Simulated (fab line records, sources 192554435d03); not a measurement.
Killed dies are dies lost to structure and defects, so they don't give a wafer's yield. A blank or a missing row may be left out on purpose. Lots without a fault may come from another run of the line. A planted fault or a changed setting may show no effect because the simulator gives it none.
fab line records | flow n5_finfet
record lots=7 wafers=21
route steps=1938 shown HKMG_FIN@392 GATE_CUT@501 MOL_CONTACT_COAG@559 BEOL_M0_SAQP@636
start_h: hours from the record's first day to the start of the lot's first wafer shown | wait_h: hours since the lot's step before | " the same as in the row above | L1.1+2: a row that stands for several wafers | - no value, or no start given | * or withheld: withheld | < > ~ a bound
route shown NAME@n: a module of which the file shows steps, and the number in the route of the first | usual: mean/standard deviation of fault-free wafers | same: alike in all rows | chamber/n: place in a boat | sites: the reading at each site | _std_site: their standard deviation | _edge_site: outer sites' mean less inner sites' | radius_mm: how far each site lies from the wafer's centre | mask NAME#n: copy n | behind: the tool/chamber that last shaped the wafer | hold: why the lot was held/for how many hours/how that ended | device: the transistor (n, p or np) that didn't switch | end of line: the same wafers' tests at the end of the route | a step without rows: its recipe alone | killed: dies lost to structure and defects at the first sort, not the wafer's yield | map: a wafer's dies, x killed, . not, _ none there
set.NAME: the setting as run; set.NAME@STEP: as run at that earlier step | model.NAME: the simulator's own value behind a step, which no gauge read
lots whose settings were changed on purpose; a table a step, a row a wafer
## steps
# step N5_HKMG_FIN_COAT_43
# recipe resist=CAR-ArF spin_rpm=1500 resist_thk_nm=90
# columns lot.wafer tool chamber start_h wait_h set.spin_rpm model.CAR-ArF_of_HKMG_FIN_COAT_43.thk_nm
L076.1+2+4 litho_track-01 0 - - 1500 90.4
L083.1+4 litho_track-05 0 - - 1449 91.8
L083.3 " 0 " " 1500 90.2
L088.3+5 litho_track-01 0 - - 1500 89.6
L088.6 " 0 " " 1500 89.2
L089.1 litho_track-05 0 - - 1500 90.2
L089.2+5 " 0 " " 1500 90
L090.1+3 litho_track-05 0 - - 1500 90.2
L090.4 " 0 " " 1500 90.6
L093.1 litho_track-05 0 - - 1500 90.2
L093.3 " 0 " " 1383 93.6
L093.5 " 0 " " 1500 90.6
L096.1 litho_track-01 0 - - 1500 90.4
L096.2+3 " 0 " " 1381 93.8
# step N5_HKMG_FIN_EBR_45
# recipe solvent=PGMEA ebr_width_mm=1.5
# step N5_HKMG_FIN_SOFTBAKE_44
# recipe temp_c=110 time_s=60 resist=CAR-ArF
# step N5_HKMG_FIN_DESCUM_53
# recipe chemistry=O2 time_s=7.9 source_power_w=50 bias_power_w=20 pressure_mtorr=20 rf_frequency_hz=2.712e+07 temp_c=40 resist=CAR-ArF o2_flow_sccm=225
# columns lot.wafer tool chamber start_h wait_h set.spin_rpm@HKMG_FIN_COAT_43 model.CAR-ArF_of_HKMG_FIN_COAT_43.thk_nm
L076.1 rie_diel-06 3 85.32 0.1 1500 83.8
L076.2+4 " 2,3 " " 1500 84
L083.1 rie_diel-06 1 126.31 0.0 1449 85.4
L083.3 " 2 " " 1500 83.8
L083.4 " 0 " " 1449 85.2
L088.3+5 rie_diel-06 3,2 159.27 0.0 1500 83
L088.6 " 3 " " 1500 82.8
L089.1+2+5 rie_diel-04 0,3,1 161.50 0.0 1500 83.6
L090.1 rie_diel-06 2 166.65 0.0 1500 83.6
L090.3 " 1 " " 1500 83.8
L090.4 " 0 " " 1500 84
L093.1 rie_diel-06 3 189.65 0.0 1500 83.6
L093.3 " 2 " " 1383 87.2
L093.5 " 0 " " 1500 84
L096.1 rie_diel-04 1 209.20 0.1 1500 83.8
L096.2 " 2 " " 1381 87.4
L096.3 " 0 " " 1381 87.2
# step N5_HKMG_FIN_ETCH_54
# recipe chemistry=CF4 target=SiARC target_depth_a=455 mask_material=CAR-ArF time_s=75.8 ion_energy_ev=80 pressure_mtorr=40 source_w=545 bias_w=36 Ar_flow_sccm=100 cf4_flow_sccm=100 ends=cleared
# usual etch_rf_on_time_s=75.8/0.94
# columns lot.wafer tool chamber start_h wait_h set.source_w set.spin_rpm@HKMG_FIN_COAT_43 etch_rf_on_time_s model.CAR-ArF_of_HKMG_FIN_COAT_43.thk_nm
L076.1 rie_diel-06 3 85.36 0.0 545 1500 74.4 51.4
L076.2 " 2 " " 545 1500 75.4 51.6
L076.4 " 3 " " 545 1500 74.2 51.6
L083.1 rie_diel-06 1 126.34 0.0 545 1449 75.9 52.8
L083.3 " 2 " " 545 1500 75.2 51.4
L083.4 " 0 " " 545 1449 75.9 52.8
L088.3 rie_diel-06 3 159.30 0.0 510.6 1500 79.7 50.4
L088.5 " 2 " " 510.6 1500 78.3 50.4
L088.6 " 3 " " 510.6 1500 79.7 50
L089.1 rie_diel-04 0 161.54 0.0 545 1500 75.6 51
L089.2 " 3 " " 545 1500 73.4 50.8
L089.5 " 1 " " 545 1500 74.7 51
L090.1 rie_diel-06 2 166.68 0.0 545 1500 75.0 51
L090.3 " 1 " " 545 1500 76.6 51
L090.4 " 0 " " 545 1500 76.1 51.4
L093.1 rie_diel-06 3 189.68 0.0 545 1500 76.9 51
L093.3 " 2 " " 498.7 1383 82.9 54.4
L093.5 " 0 " " 498.7 1500 82.2 51.4
L096.1 rie_diel-04 1 209.24 0.0 545 1500 76.2 51.2
L096.2 " 2 " " 545 1381 75.7 54.8
L096.3 " 0 " " 516 1381 81.1 54.8
# step N5_GATE_CUT_CUT_ETCH_54
# recipe chemistry=Cl2/BCl3 target=TiN mask_material=SiO2 target_depth_a=967 pressure_mtorr=10 icp_w=1000 bias_w=126 Cl2_flow_sccm=53.25 bcl3_flow_sccm=21.75 Ar_flow_sccm=25 ends=cleared
# usual etch_rf_on_time_s=36.6/0.49
# columns lot.wafer tool chamber start_h wait_h set.bias_w etch_rf_on_time_s
L076.1 rie_metal-01 0 98.09 0.0 126 36.0
L076.2 " 1 " " 126 36.7
L076.4 " 0 " " 126 36.1
L083.1 rie_metal-02 0 138.83 0.0 107.4 39.2
L083.3 " 1 " " 107.4 40.0
L083.4 " 0 " " 126 37.3
L088.3 rie_metal-03 0 171.85 0.0 103.4 39.5
L088.5 " 0 " " 126 36.8
L088.6 " 1 " " 126 36.2
L089.1 rie_metal-02 0 173.65 0.0 126 37.0
L089.2 " 1 " " 126 37.3
L089.5 " 0 " " 126 37.0
L090.1 rie_metal-03 0 178.86 0.0 108.9 38.4
L090.3 " 1 " " 126 36.2
L090.4 " 0 " " 108.9 39.0
L093.1 rie_metal-03 0 201.78 0.0 126 36.3
L093.3 " 0 " " 126 36.4
L093.5 " 0 " " 147.2 34.0
L096.1 rie_metal-03 1 221.31 0.0 115.1 37.8
L096.2 " 0 " " 115.1 38.0
L096.3 " 0 " " 126 36.4
# step N5_MOL_CONTACT_COAG_ALD_27
# recipe material=SiOC target_thk_a=170 temp_c=400 ald_precursor_family=carbosiloxane ald_co_reactant=H2-plasma pulse_time_s=1.5 time_s=2720 purge_time_s=2 co_reactant_purge_time_s=2 ald_cycles=340 pressure_torr=2
# columns lot.wafer tool chamber start_h wait_h set.ald_cycles model.SiOC_of_MOL_CONTACT_COAG_ALD_27.thk_nm
L076.1+2+4 ald_sin-04 3,1,2 108.35 0.0 340 17
L083.1+3+4 ald_sin-04 3,1,2 150.02 0.0 296 14.8
L088.3 ald_sin-03 2 181.96 1.5 359 18
L088.5+6 " 2,1 " " 340 17
L089.1+2 ald_sin-04 0,1 183.51 0.0 340 17
L089.5 " 1 " " 340 17.2
L090.1+3 ald_sin-03 0,3 189.49 0.0 389 19.4
L090.4 " 1 " " 340 17
L093.1 ald_sin-02 0 212.62 0.1 293 14.6
L093.3+5 " 3,2 " " 340 17
L096.1 ald_sin-04 0 232.90 0.0 387 19.4
L096.2 " 1 " " 340 17
L096.3 " 2 " " 340 16.8
# step N5_MOL_CONTACT_COAG_COAT_76
# recipe resist=SiARC temp_c=220 time_s=60 spin_rpm=1500 resist_thk_nm=10
# columns lot.wafer tool chamber start_h wait_h set.spin_rpm model.SiARC_of_MOL_CONTACT_COAG_COAT_76.thk_nm
L076.1+2+4 litho_track-03 0 - - 1500 10
L083.1 litho_track-03 0 - - 1500 10
L083.3+4 " 0 " " 1622 9.6
L088.3 litho_track-05 0 - - 1357 10.4
L088.5 " 0 " " 1500 10
L088.6 " 0 " " 1357 10.6
L089.1+2+5 litho_track-02 0 - - 1500 10
L090.1+3+4 litho_track-02 0 - - 1500 10
L093.1+3+5 litho_track-03 0 - - 1500 10
L096.1+2 litho_track-02 0 - - 1500 10
L096.3 " 0 " " 1567 9.8
# step N5_MOL_CONTACT_COAG_EXPOSE_81
# recipe mask_id=VG na=0.33 source_shape=annular sigma_inner=0.3 sigma_outer=0.7 polarization=unpolarized defocus_nm=0 dose_mj=59.5
# columns lot.wafer tool chamber start_h wait_h mask set.dose_mj
L076.1+4 euv_scanner-01 0 110.95 - VG#0 59.5
L076.2 " 0 " " VG#0 62.33
L083.1+3 euv_scanner-01 0 152.78 - VG#0 61.33
L083.4 " 0 " " VG#0 59.5
L088.3+6 euv_scanner-02 0 185.00 - VG#0 55.73
L088.5 " 0 " " VG#0 59.5
L089.1+2+5 euv_scanner-02 0 187.26 - VG#0 59.5
L090.1+4 euv_scanner-02 0 192.21 - VG#0 62.28
L090.3 " 0 " " VG#0 59.5
L093.1+3+5 euv_scanner-01 0 215.21 - VG#0 59.5
L096.1+2 euv_scanner-01 0 235.60 - VG#0 59.5
L096.3 " 0 " " VG#0 61.37
# step N5_MOL_CONTACT_COAG_PEB_82
# recipe peb_temp_c=100 peb_time_s=60 resist=CAR-EUV
# step N5_MOL_CONTACT_COAG_DEVELOP_83
# recipe develop_time_s=30 developer=TMAH resist=CAR-EUV rinse_liquid=surfactant_rinse dry=air_spin dev_temp_c=23
# step N5_MOL_CONTACT_COAG_DESCUM_88
# recipe chemistry=O2 time_s=7 source_power_w=50 bias_power_w=20 pressure_mtorr=20 rf_frequency_hz=2.712e+07 temp_c=40 resist=CAR-EUV o2_flow_sccm=225
# step N5_MOL_CONTACT_COAG_ETCH_89
# recipe chemistry=N2/H2 target=underlayer target_depth_a=130 mask_material=CAR-EUV time_s=10.4 ion_energy_ev=200 pressure_mtorr=30 source_w=840 bias_w=150 n2_flow_sccm=200 h2_flow_sccm=200 ends=cleared
# step N5_MOL_CONTACT_COAG_ETCH_90
# recipe chemistry=CF4 target=SiARC target_depth_a=130 mask_material=CAR-EUV time_s=21.7 ion_energy_ev=80 pressure_mtorr=40 source_w=545 bias_w=36 Ar_flow_sccm=100 cf4_flow_sccm=100 ends=cleared
# columns lot.wafer tool chamber start_h wait_h set.spin_rpm@MOL_CONTACT_COAG_COAT_76 model.etch.depth_nm
L076.1+2 rie_diel-04 3,0 111.27 0.0 1500 10.03
L076.4 " 3 " " 1500 10.02
L083.1 rie_diel-06 3 153.11 0.0 1500 10.03
L083.3 " 2 " " 1622 9.657
L083.4 " 1 " " 1622 9.633
L088.3 rie_diel-06 3 185.31 0.0 1357 10.5
L088.5 " 3 " " 1500 9.979
L088.6 " 0 " " 1357 10.54
L089.1 rie_diel-05 2 187.81 0.0 1500 9.975
L089.2 " 3 " " 1500 9.976
L089.5 " 2 " " 1500 9.948
L090.1 rie_diel-05 0 192.53 0.0 1500 9.972
L090.3 " 3 " " 1500 9.932
L090.4 " 1 " " 1500 9.959
L093.1+3 rie_diel-06 0,1 215.53 0.0 1500 10.03
L093.5 " 0 " " 1500 10.02
L096.1 rie_diel-05 2 236.07 0.0 1500 10
L096.2 " 0 " " 1500 9.992
L096.3 " 1 " " 1567 9.778
# step N5_MOL_CONTACT_COAG_ETCH_91
# recipe chemistry=N2/H2 target=SOC target_depth_a=600 overetch_a=210 mask_material=SiARC temp_c=40 time_s=101.2 ion_energy_ev=200 pressure_mtorr=30 source_w=840 bias_w=150 n2_flow_sccm=200 h2_flow_sccm=200
# columns lot.wafer tool chamber start_h wait_h set.time_s set.spin_rpm@MOL_CONTACT_COAG_COAT_76 model.SiARC_of_MOL_CONTACT_COAG_COAT_76.thk_nm
L076.1 rie_diel-06 1 111.62 0.0 110.5 1500 5.6
L076.2+4 " 3,2 " " 101.2 1500 5.8
L083.1 rie_diel-05 3 153.40 0.0 101.2 1500 6
L083.3 " 2 " " 112.9 1622 5
L083.4 " 0 " " 101.2 1622 5.4
L088.3+6 rie_diel-06 3,0 185.96 0.0 101.2 1357 6.4
L088.5 " 3 " " 101.2 1500 5.8
L089.1+2+5 rie_diel-04 0,3,0 188.10 0.0 101.2 1500 5.6
L090.1 rie_diel-04 3 192.85 0.0 101.2 1500 5.6
L090.3+4 " 2,1 " " 93.02 1500 6
L093.1 rie_diel-06 1 215.83 0.0 114.3 1500 5.4
L093.3 " 2 " " 101.2 1500 5.8
L093.5 " 3 " " 114.3 1500 5.2
L096.1+2 rie_diel-04 1,2 236.36 0.0 101.2 1500 5.8
L096.3 " 0 " " 80.82 1567 6.4
# step N5_MOL_CONTACT_COAG_STRIP_92
# recipe chemistry=N2/H2 temp_c=40 n2_flow_sccm=200 h2_flow_sccm=200 rf_frequency_hz=6e+07
# step N5_MOL_CONTACT_COAG_STRIP_93
# recipe chemistry=N2/H2 temp_c=40 n2_flow_sccm=200 h2_flow_sccm=200 rf_frequency_hz=6e+07
# step N5_MOL_CONTACT_COAG_PRECLEAN_144
# recipe chemistry=alkaline_clean temp_c=60 time_s=60 do_ppb=50
# step N5_MOL_CONTACT_COAG_SRD_145
# recipe dry=ipa_marangoni time_s=30 temp_c=23 rinse_liquid=diw
# step N5_MOL_CONTACT_COAG_CD_MEAS_137
# recipe target_cd_nm=16
# usual cd_nm=15.9/0.32
# columns lot.wafer tool chamber start_h wait_h set.dose_mj@MOL_CONTACT_COAG_EXPOSE_81 cd_nm
L076.1 cd_sem-03 - 112.12 0.0 59.5 16.4
L076.2 " - " " 62.33 16.7
L076.4 " - " " 59.5 16.2
L083.1 cd_sem-01 - 153.86 0.0 61.33 16.3
L083.3 " - " " 61.33 16.3
L083.4 " - " " 59.5 15.7
L088.3 cd_sem-03 - 186.43 0.0 55.73 14.5
L088.5 " - " " 59.5 16.2
L088.6 " - " " 55.73 14.6
L089.1 cd_sem-02 - 188.56 0.0 59.5 15.7
L089.2 " - " " 59.5 16.3
L089.5 " - " " 59.5 15.9
L090.1 cd_sem-01 - 193.31 0.0 62.28 16.6
L090.3 " - " " 59.5 15.6
L090.4 " - " " 62.28 16.8
L093.1 cd_sem-03 - 216.29 0.0 59.5 15.7
L093.3 " - " " 59.5 15.8
L093.5 " - " " 59.5 16.0
L096.1 cd_sem-01 - 236.82 0.0 59.5 15.8
L096.2 " - " " 59.5 15.4
L096.3 " - " " 61.37 15.7
# step N5_BEOL_M0_SAQP_PECVD_96
# recipe material=a-Si target_thk_a=450 temp_c=350 precursor=SiH4/He pressure_torr=3 rf_w=100 time_s=45.2
# columns lot.wafer tool chamber start_h wait_h set.time_s model.a-Si_of_BEOL_M0_SAQP_PECVD_96.thk_nm
L076.1 pecvd-01 0 120.45 0.0 45.2 44.4
L076.2 " 2 " " 40.22 40
L076.4 " 2 " " 45.2 45.8
L083.1 pecvd-04 2 160.00 0.0 45.2 44.4
L083.3 " 1 " " 45.2 44.6
L083.4 " 2 " " 45.2 45
L088.3 pecvd-04 2 193.36 0.0 48.82 48.4
L088.5 " 1 " " 48.82 48.8
L088.6 " 0 " " 45.2 44.6
L089.1 pecvd-04 0 197.55 0.0 45.2 44
L089.2 " 1 " " 45.2 44.6
L089.5 " 1 " " 45.2 45.2
L090.1 pecvd-02 2 201.08 0.0 45.2 44.8
L090.3 " 0 " " 40.63 40.4
L090.4 " 2 " " 45.2 45.4
L093.1 pecvd-02 2 221.93 0.0 45.2 44.8
L093.3 " 0 " " 45.2 45
L093.5 " 0 " " 39.47 39.8
L096.1+3 pecvd-01 1,2 243.19 0.0 45.2 45.2
L096.2 " 0 " " 45.2 44.8
# step N5_BEOL_M0_SAQP_EXPOSE_11
# recipe mask_id=M0_CORE na=1.35 source_shape=dipole sigma_inner=0.538 sigma_outer=0.738 polarization=te target_cd_nm=42 dose_mj=55
# columns lot.wafer tool chamber start_h wait_h mask set.dose_mj
L076.1 arfi_scanner-02 0 121.01 - M0_CORE#0 55
L076.2+4 " 0 " " M0_CORE#0 57.26
L083.1+3 arfi_scanner-02 0 160.54 - M0_CORE#0 50.9
L083.4 " 0 " " M0_CORE#0 55
L088.3+6 arfi_scanner-01 0 193.91 - M0_CORE#0 52.02
L088.5 " 0 " " M0_CORE#0 55
L089.1+2+5 arfi_scanner-02 0 198.09 - M0_CORE#0 55
L090.1+3+4 arfi_scanner-01 0 201.62 - M0_CORE#0 55
L093.1+3 arfi_scanner-03 0 222.34 - M0_CORE#0 58.12
L093.5 " 0 " " M0_CORE#0 55
L096.1+2+3 arfi_scanner-01 0 243.73 - M0_CORE#0 55
# step N5_BEOL_M0_SAQP_PEB_12
# recipe peb_temp_c=withheld peb_time_s=60 resist=CAR-ArF
# step N5_BEOL_M0_SAQP_DEVELOP_13
# recipe develop_time_s=30 developer=TMAH resist=CAR-ArF dev_temp_c=23 rinse_liquid=diw dry=air_spin
# step N5_BEOL_M0_SAQP_CD_MEAS_14
# recipe target_cd_nm=42.5 landing_energy_ev=500 detector=se_inlens
# usual cd_nm=42.5/0.31
# columns lot.wafer tool chamber start_h wait_h set.dose_mj@BEOL_M0_SAQP_EXPOSE_11 cd_nm
L076.1 cd_sem-03 0 121.14 - 55 42.0
L076.2 " 0 " " 57.26 40.9
L076.4 " 0 " " 57.26 40.7
L083.1 cd_sem-02 0 160.67 - 50.9 44.9
L083.3 " 0 " " 50.9 44.7
L083.4 " 0 " " 55 42.5
L088.3 cd_sem-01 0 194.02 - 52.02 43.9
L088.5 " 0 " " 55 41.9
L088.6 " 0 " " 52.02 44.0
L089.1 cd_sem-01 0 198.22 - 55 42.6
L089.2 " 0 " " 55 42.2
L089.5 " 0 " " 55 42.5
L090.1 cd_sem-02 0 201.74 - 55 42.8
L090.3 " 0 " " 55 42.8
L090.4 " 0 " " 55 42.4
L093.1 cd_sem-02 0 222.46 - 58.12 40.7
L093.3 " 0 " " 58.12 40.7
L093.5 " 0 " " 55 42.6
L096.1 cd_sem-01 0 243.85 - 55 42.7
L096.2 " 0 " " 55 42.0
L096.3 " 0 " " 55 42.7
# step N5_BEOL_M0_SAQP_ETCH_101
# recipe chemistry=CH3F/O2 target=SiNx mask_material=SiO2 target_depth_a=299 time_s=42.7 pressure_mtorr=30 source_w=395 bias_w=73 Ar_flow_sccm=150 CH3F_flow_sccm=30 O2_flow_sccm=20 ion_energy_ev=120
# step N5_BEOL_M0_SAQP_ETCH_102
# recipe chemistry=CF4 target=SiO2 target_depth_a=40 ion_energy_ev=350 time_s=4.4 pressure_mtorr=10 icp_w=800 bias_w=400 cf4_flow_sccm=80
# step N5_BEOL_M0_SAQP_MANDREL_ETCH_103
# recipe chemistry=HBr/Cl2 target=a-Si target_depth_a=450 bt_time_s=10 stop_on=SiCN mask_material=SiO2 over_etch_frac=0.8 time_s=27 pressure_mtorr=10 icp_w=800 bias_w=75 HBr_flow_sccm=150 Cl2_flow_sccm=80 ends=end_point
# columns lot.wafer tool chamber start_h wait_h set.time_s@BEOL_M0_SAQP_PECVD_96 model.etch.depth_nm
L076.1 rie_si-04 3 122.97 0.0 45.2 44.41
L076.2 " 1 " " 40.22 39.99
L076.4 " 3 " " 45.2 45.8
L083.1 rie_si-04 2 162.67 0.0 45.2 44.48
L083.3 " 1 " " 45.2 44.6
L083.4 " 0 " " 45.2 44.94
L088.3 rie_si-02 1 195.85 0.0 48.82 48.34
L088.5 " 0 " " 48.82 48.8
L088.6 " 1 " " 45.2 44.63
L089.1 rie_si-04 2 200.11 0.0 45.2 43.95
L089.2 " 1 " " 45.2 44.55
L089.5 " 2 " " 45.2 45.15
L090.1 rie_si-02 1 203.80 0.0 45.2 44.77
L090.3 " 2 " " 40.63 40.42
L090.4 " 3 " " 45.2 45.46
L093.1 rie_si-04 3 224.39 0.0 45.2 44.82
L093.3 " 2 " " 45.2 44.91
L093.5 " 3 " " 39.47 39.79
L096.1 rie_si-01 3 245.84 0.0 45.2 45.28
L096.2 " 0 " " 45.2 44.71
L096.3 " 2 " " 45.2 45.11
## key
split step=N5_HKMG_FIN_COAT_43 setting=spin_rpm stated=1500 by=wafer
response step=N5_HKMG_FIN_COAT_43 reading=model.CAR-ArF_of_HKMG_FIN_COAT_43.thk_nm change=-0.424 per=1% r=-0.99
response step=N5_HKMG_FIN_DESCUM_53 reading=model.CAR-ArF_of_HKMG_FIN_COAT_43.thk_nm change=-0.439 per=1% r=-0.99
response step=N5_HKMG_FIN_ETCH_54 reading=model.CAR-ArF_of_HKMG_FIN_COAT_43.thk_nm change=-0.431 per=1% r=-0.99
split step=N5_HKMG_FIN_ETCH_54 setting=source_w stated=545 by=wafer
response step=N5_HKMG_FIN_ETCH_54 reading=etch_rf_on_time_s change=* per=1% r=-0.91
split step=N5_GATE_CUT_CUT_ETCH_54 setting=bias_w stated=126 by=wafer
response step=N5_GATE_CUT_CUT_ETCH_54 reading=etch_rf_on_time_s change=* per=1% r=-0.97
split step=N5_MOL_CONTACT_COAG_ALD_27 setting=ald_cycles stated=340 by=wafer
response step=N5_MOL_CONTACT_COAG_ALD_27 reading=model.SiOC_of_MOL_CONTACT_COAG_ALD_27.thk_nm change=+0.174 per=1% r=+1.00
split step=N5_MOL_CONTACT_COAG_COAT_76 setting=spin_rpm stated=1500 by=wafer
response step=N5_MOL_CONTACT_COAG_COAT_76 reading=model.SiARC_of_MOL_CONTACT_COAG_COAT_76.thk_nm change=-0.0504 per=1% r=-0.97
response step=N5_MOL_CONTACT_COAG_ETCH_90 reading=model.etch.depth_nm change=-0.0521 per=1% r=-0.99
response step=N5_MOL_CONTACT_COAG_ETCH_91 reading=model.SiARC_of_MOL_CONTACT_COAG_COAT_76.thk_nm slope=-0.0637 per=1% together_with=time_s@MOL_CONTACT_COAG_ETCH_91 explained=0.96
split step=N5_MOL_CONTACT_COAG_EXPOSE_81 setting=dose_mj stated=59.5 by=wafer
response step=N5_MOL_CONTACT_COAG_CD_MEAS_137 reading=cd_nm change=+0.189 per=1% r=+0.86
split step=N5_MOL_CONTACT_COAG_ETCH_91 setting=time_s stated=101.2 by=wafer
response step=N5_MOL_CONTACT_COAG_ETCH_91 reading=model.SiARC_of_MOL_CONTACT_COAG_COAT_76.thk_nm slope=-0.0402 per=1% together_with=spin_rpm@MOL_CONTACT_COAG_COAT_76 explained=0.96
split step=N5_BEOL_M0_SAQP_PECVD_96 setting=time_s stated=45.2 by=wafer
response step=N5_BEOL_M0_SAQP_PECVD_96 reading=model.a-Si_of_BEOL_M0_SAQP_PECVD_96.thk_nm change=+0.447 per=1% r=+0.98
response step=N5_BEOL_M0_SAQP_MANDREL_ETCH_103 reading=model.etch.depth_nm change=+0.445 per=1% r=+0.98
split step=N5_BEOL_M0_SAQP_EXPOSE_11 setting=dose_mj stated=55 by=wafer
response step=N5_BEOL_M0_SAQP_CD_MEAS_14 reading=cd_nm change=-0.328 per=1% r=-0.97
